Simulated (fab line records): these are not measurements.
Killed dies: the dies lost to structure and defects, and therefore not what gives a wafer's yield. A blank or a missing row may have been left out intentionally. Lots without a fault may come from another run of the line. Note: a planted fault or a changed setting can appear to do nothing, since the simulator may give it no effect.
Which tool is to blame? ; flow n5_finfet ; 24 lots, 72 wafers sampled, at 6 steps of a route of 1938

WHAT EACH GAUGE READ, for each wafer
N5_BEOL_M8_CD_MEAS_28: target cd 40 nm. Usual: cd_nm reads 39.98 nm (standard deviation 0.23).
lot;measured;on;cd_nm (nm);flag
L074;day 9 09:42;cd_sem-01;39.79 39.99 40.04;
L075;day 9 12:16;cd_sem-03;40.10 39.93 39.90;
L076;day 10 00:14;cd_sem-01;39.64 39.73 39.83;
L077;day 10 00:11;cd_sem-03;40.07 40.34 40.03;
L078;day 10 07:44;cd_sem-01;40.38 40.35 39.97;
L080;day 11 03:41;cd_sem-01;39.73 40.16 40.19;
L081;day 11 03:32;cd_sem-03;40.07 40.08 40.17;
L079;day 11 05:42;cd_sem-03;40.23 40.06 40.28;
L082;day 11 06:49;cd_sem-01;40.18 40.24 40.08;
L083;day 11 13:11;cd_sem-01;40.51 39.49 39.75;
L084;day 11 23:07;cd_sem-01;39.89 39.90 39.99;
L086;day 12 14:50;cd_sem-03;39.59 39.77 39.63;
L085;day 12 17:33;cd_sem-03;39.98 39.84 39.63;
L089;day 13 00:40;cd_sem-02;39.48 39.85 39.76;
L087;day 13 02:37;cd_sem-03;40.05 39.95 39.31;
L088;day 13 02:47;cd_sem-02;40.11 39.61 40.09;
L090;day 13 16:38;cd_sem-03;39.89 39.79 40.15;
L093;day 13 20:26;cd_sem-03;39.76 40.06 39.74;
L091;day 13 20:38;cd_sem-01;40.07 39.89 39.96;
L092;day 14 02:23;cd_sem-03;39.68 40.45 39.84;
L094;day 14 05:55;cd_sem-01;40.34 39.77 40.03;
L097;day 15 04:53;cd_sem-03;39.77 39.74 39.84;
L095;day 15 04:28;cd_sem-01;39.63 40.04 39.95;
L096;day 15 06:53;cd_sem-02;40.13 40.01 40.52;

N5_BEOL_M8_OCD_MEAS_38. Usual: trench_depth_nm reads 93.7 nm (standard deviation 0.99).
lot;measured;on;trench_depth_nm (nm);flag
L074;day 9 10:16;ocd-02;94.8 93.4 92.8;
L075;day 9 12:49;ocd-01;93.3 92.1 93.7;
L076;day 10 01:00;ocd-02;94.3 94.3 92.6;
L077;day 10 00:56;ocd-01;93.7 93.2 93.4;
L078;day 10 08:17;ocd-01;92.9 93.4 94.9;
L080;day 11 04:17;ocd-01;93.2 95.3 95.4;
L081;day 11 04:06;ocd-02;92.4 91.6 92.0;
L079;day 11 06:28;ocd-01;93.4 94.9 91.4;
L082;day 11 07:40;ocd-01;92.8 94.8 94.0;
L083;day 11 13:44;ocd-01;92.9 94.6 94.3;
L084;day 11 23:40;ocd-01;94.8 93.3 94.1;
L086;day 12 15:33;ocd-02;92.4 93.3 93.3;
L085;day 12 18:07;ocd-01;95.5 93.0 93.4;
L089;day 13 01:16;ocd-01;93.5 92.8 91.5;
L087;day 13 03:10;ocd-01;93.7 93.5 92.9;
L088;day 13 03:29;ocd-01;94.4 93.0 93.5;
L090;day 13 17:11;ocd-02;95.5 95.4 95.2;
L093;day 13 20:59;ocd-01;94.9 93.2 93.0;
L091;day 13 21:14;ocd-01;95.2 95.1 93.8;
L092;day 14 03:12;ocd-02;93.3 93.9 93.8;
L094;day 14 06:35;ocd-02;93.6 93.6 95.1;
L097;day 15 05:26;ocd-01;93.5 92.6 93.5;
L095;day 15 05:01;ocd-01;92.2 92.7 93.1;
L096;day 15 07:26;ocd-02;92.1 94.7 93.6;

N5_BEOL_M8_RS_MEAS_57: uses a four-point probe to measure. Usual: M8_RS gives 0.283 ohm/sq (standard deviation 0.0054).
lot;measured;on;M8_RS (ohm/sq);flag
L074;day 9 13:36;film_metro-01;0.284 0.288 0.293;
L075;day 9 15:25;film_metro-01;0.287 0.288 0.284;
L076;day 10 07:02;film_metro-02;0.283 0.280 0.286;
L077;day 10 05:31;film_metro-01;0.284 0.285 0.289;
L078;day 10 11:25;film_metro-02;0.289 0.282 0.278;
L080;day 11 07:45;film_metro-02;0.282 0.280 0.270;
L081;day 11 07:07;film_metro-01;0.290 0.295 0.289;
L079;day 11 09:44;film_metro-02;0.287 0.282 0.296;
L082;day 11 11:15;film_metro-01;0.287 0.283 0.281;
L083;day 11 16:26;film_metro-02;0.287 0.289 0.278;
L084;day 12 01:57;film_metro-01;0.278 0.287 0.281;
L086;day 12 18:41;film_metro-01;0.291 0.285 0.286;
L085;day 12 22:29;film_metro-01;0.280 0.277 0.288;
L089;day 13 05:10;film_metro-02;0.278 0.277 0.281;
L087;day 13 06:13;film_metro-02;0.285 0.289 0.293;
L088;day 13 07:07;film_metro-01;0.277 0.282 0.283;
L090;day 13 19:47;film_metro-01;0.286 0.277 0.275;
L093;day 13 23:57;film_metro-01;0.285 0.286 0.291;
L091;day 14 01:02;film_metro-01;0.274 0.279 0.282;
L092;day 14 07:37;film_metro-01;0.286 0.287 0.286;
L094;day 14 09:18;film_metro-02;0.282 0.276 0.274;
L097;day 15 09:38;film_metro-02;0.283 0.277 0.286;
L095;day 15 09:00;film_metro-01;0.288 0.280 0.291;
L096;day 15 10:08;film_metro-02;0.283 0.280 0.280;

EACH LOT AND THE TOOL THAT RAN IT (in order: tool; ch and the chambers of the sampled wafers; start)
lot;N5_BEOL_M8_HM_OPEN_17;N5_BEOL_M8_PRE_CLEAN_45;N5_BEOL_M8_ANNEAL_51
L074;rie_metal-01 ch 0,1, day 9 09:13;pvd_sputter-01, day 9 11:11;rtp_anneal-02 ch 0, day 9 12:52
L075;rie_metal-03 ch 0,1, day 9 09:46;pvd_sputter-02, day 9 13:47;rtp_anneal-02 ch 0, day 9 14:42
L076;rie_metal-01 ch 0,1, day 9 21:08;pvd_sputter-01, day 10 03:16;rtp_anneal-02 ch 0, day 10 06:21
L077;rie_metal-02 ch 1, day 9 21:25;pvd_sputter-01, day 10 02:21;rtp_anneal-02 ch 0, day 10 04:49
L078;rie_metal-01 ch 0,1, day 10 07:07;pvd_sputter-01, day 10 09:23;rtp_anneal-02 ch 0, day 10 10:42
L080;rie_metal-02 ch 0,1, day 11 02:03;pvd_sputter-02, day 11 04:57;rtp_anneal-02 ch 0, day 11 07:04
L081;rie_metal-02 ch 0,1, day 11 02:23;pvd_sputter-01, day 11 04:43;rtp_anneal-02 ch 0, day 11 06:29
L079;rie_metal-02 ch 0,1, day 11 05:13;pvd_sputter-02, day 11 07:07;rtp_anneal-02 ch 0, day 11 09:00
L082;rie_metal-03 ch 0,1, day 11 06:17;pvd_sputter-01, day 11 09:40;rtp_anneal-02 ch 0, day 11 10:32
L083;rie_metal-03 ch 0,1, day 11 11:07;pvd_sputter-01, day 11 14:40;rtp_anneal-01 ch 0, day 11 15:44
L084;rie_metal-03 ch 0,1, day 11 22:05;pvd_sputter-03, day 12 00:17;rtp_anneal-01 ch 0, day 12 01:13
L086;rie_metal-02 ch 0, day 12 13:41;pvd_sputter-03, day 12 16:35;rtp_anneal-02 ch 0, day 12 17:41
L085;rie_metal-01 ch 0,1, day 12 15:59;pvd_sputter-03, day 12 20:22;rtp_anneal-02 ch 0, day 12 21:48
L089;rie_metal-03 ch 0,1, day 12 21:22;pvd_sputter-03, day 13 03:08;rtp_anneal-02 ch 0, day 13 04:26
L087;rie_metal-02 ch 0,1, day 13 01:28;pvd_sputter-02, day 13 04:11;rtp_anneal-01 ch 0, day 13 05:32
L088;rie_metal-02 ch 0,1, day 13 02:04;pvd_sputter-02, day 13 05:04;rtp_anneal-02 ch 0, day 13 06:23
L090;rie_metal-01 ch 0,1, day 13 16:01;pvd_sputter-03, day 13 18:12;rtp_anneal-02 ch 0, day 13 19:06
L093;rie_metal-01 ch 0,1, day 13 19:46;pvd_sputter-03, day 13 21:59;rtp_anneal-02 ch 0, day 13 23:14
L091;rie_metal-03 ch 0,1, day 13 20:01;pvd_sputter-03, day 13 22:04;rtp_anneal-01 ch 0, day 14 00:20
L092;rie_metal-02 ch 0,1, day 14 01:47;pvd_sputter-01, day 14 03:49;rtp_anneal-02 ch 0, day 14 06:56
L094;rie_metal-01 ch 0,1, day 14 02:16;pvd_sputter-01, day 14 07:11;rtp_anneal-02 ch 0, day 14 08:37
L097;rie_metal-03 ch 0,1, day 15 02:28;pvd_sputter-03, day 15 07:11;rtp_anneal-01 ch 0, day 15 08:57
L095;rie_metal-02 ch 1, day 15 02:38;pvd_sputter-01, day 15 06:01;rtp_anneal-02 ch 0, day 15 08:01
L096;rie_metal-02 ch 0,1, day 15 06:03;pvd_sputter-02, day 15 08:12;rtp_anneal-02 ch 0, day 15 09:16
- N5_BEOL_M8_HM_OPEN_17: chemistry Cl2/BCl3, target TiN, target depth 20 nm, overetch 6 nm.
- N5_BEOL_M8_PRE_CLEAN_45: time 30 s.
- N5_BEOL_M8_ANNEAL_51: time 90 s.

WHAT THE TOOLS THEMSELVES READ (means of the sampled wafers that have a number; where no wafer has one, the mark that the record gives instead)
N5_BEOL_M8_HM_OPEN_17. Usual: drypump_motor_current_A 5.6 A, standard deviation 0.45; oes_product_au 0.68 a.u., standard deviation 0.062; throttle_valve_pct 22.23 %, standard deviation 0.23.
lot;tool;drypump_motor_current_A (A);oes_product_au (a.u.);throttle_valve_pct (%);flag
L074;rie_metal-01;5.6;0.67;22.40;
L075;rie_metal-03;5.7;0.66;22.37;
L076;rie_metal-01;5.3;0.73;22.42;
L077;rie_metal-02;6.3;0.71;21.94;
L078;rie_metal-01;5.4;0.72;22.43;
L080;rie_metal-02;5.9;0.70;21.96;
L081;rie_metal-02;5.9;0.70;21.97;
L079;rie_metal-02;5.5;0.71;21.96;
L082;rie_metal-03;5.8;0.68;22.43;
L083;rie_metal-03;5.7;0.65;22.38;
L084;rie_metal-03;5.7;0.65;22.39;
L086;rie_metal-02;5.2;0.71;21.97;
L085;rie_metal-01;5.3;0.69;22.45;
L089;rie_metal-03;5.7;0.64;22.40;
L087;rie_metal-02;5.5;0.70;21.97;
L088;rie_metal-02;5.9;0.69;21.98;
L090;rie_metal-01;5.6;0.63;22.42;
L093;rie_metal-01;5.5;0.64;22.42;
L091;rie_metal-03;5.7;0.63;22.40;
L092;rie_metal-02;5.9;0.69;21.98;
L094;rie_metal-01;5.3;0.69;22.44;
L097;rie_metal-03;5.7;0.63;22.39;
L095;rie_metal-02;6.3;0.67;21.99;
L096;rie_metal-02;5.9;0.68;21.97;

N5_BEOL_M8_PRE_CLEAN_45. Usual: heater_power_w reads 335 W (standard deviation 35).
lot;tool;heater_power_w (W);flag
L074;pvd_sputter-01;339;
L075;pvd_sputter-02;318;
L076;pvd_sputter-01;312;
L077;pvd_sputter-01;330;
L078;pvd_sputter-01;336;
L080;pvd_sputter-02;334;
L081;pvd_sputter-01;331;
L079;pvd_sputter-02;315;
L082;pvd_sputter-01;340;
L083;pvd_sputter-01;309;
L084;pvd_sputter-03;346;
L086;pvd_sputter-03;376;
L085;pvd_sputter-03;357;
L089;pvd_sputter-03;346;
L087;pvd_sputter-02;309;
L088;pvd_sputter-02;308;
L090;pvd_sputter-03;361;
L093;pvd_sputter-03;339;
L091;pvd_sputter-03;365;
L092;pvd_sputter-01;335;
L094;pvd_sputter-01;325;
L097;pvd_sputter-03;339;
L095;pvd_sputter-01;318;
L096;pvd_sputter-02;333;

N5_BEOL_M8_ANNEAL_51. Usual: wafer_temp_C_max reads 225.88 (standard deviation 0.26).
lot;tool;wafer_temp_C_max;flag
L074;rtp_anneal-02;226.05;
L075;rtp_anneal-02;225.78;
L076;rtp_anneal-02;225.77;
L077;rtp_anneal-02;226.11;
L078;rtp_anneal-02;225.90;
L080;rtp_anneal-02;225.78;
L081;rtp_anneal-02;225.92;
L079;rtp_anneal-02;226.21;
L082;rtp_anneal-02;225.81;
L083;rtp_anneal-01;225.84;
L084;rtp_anneal-01;225.47;
L086;rtp_anneal-02;225.79;
L085;rtp_anneal-02;225.71;
L089;rtp_anneal-02;226.00;
L087;rtp_anneal-01;225.68;
L088;rtp_anneal-02;226.20;
L090;rtp_anneal-02;225.97;
L093;rtp_anneal-02;226.06;
L091;rtp_anneal-01;225.50;
L092;rtp_anneal-02;225.94;
L094;rtp_anneal-02;226.06;
L097;rtp_anneal-01;225.65;
L095;rtp_anneal-02;226.09;
L096;rtp_anneal-02;226.06;

THE ANSWER, worked out from the rows above alone
Rule: lot off if the mean of its wafers having a number is beyond 3 standard deviations from the usual mean. A lot without any number at a reading at which 4 lots or more have one is off too. Where the step has rows for the other lots, those lots are counted as sound. First the gauges in route order, then the tools' own readings, where a lot's mean is used as printed above. The first step at which some lot is off is used, and at that step the reading that is off furthest; a lot without a number counts as furthest.
Nothing can be told from this: no lot is off at any reading shown.

WHAT THE SIMULATOR HAD INSERTED
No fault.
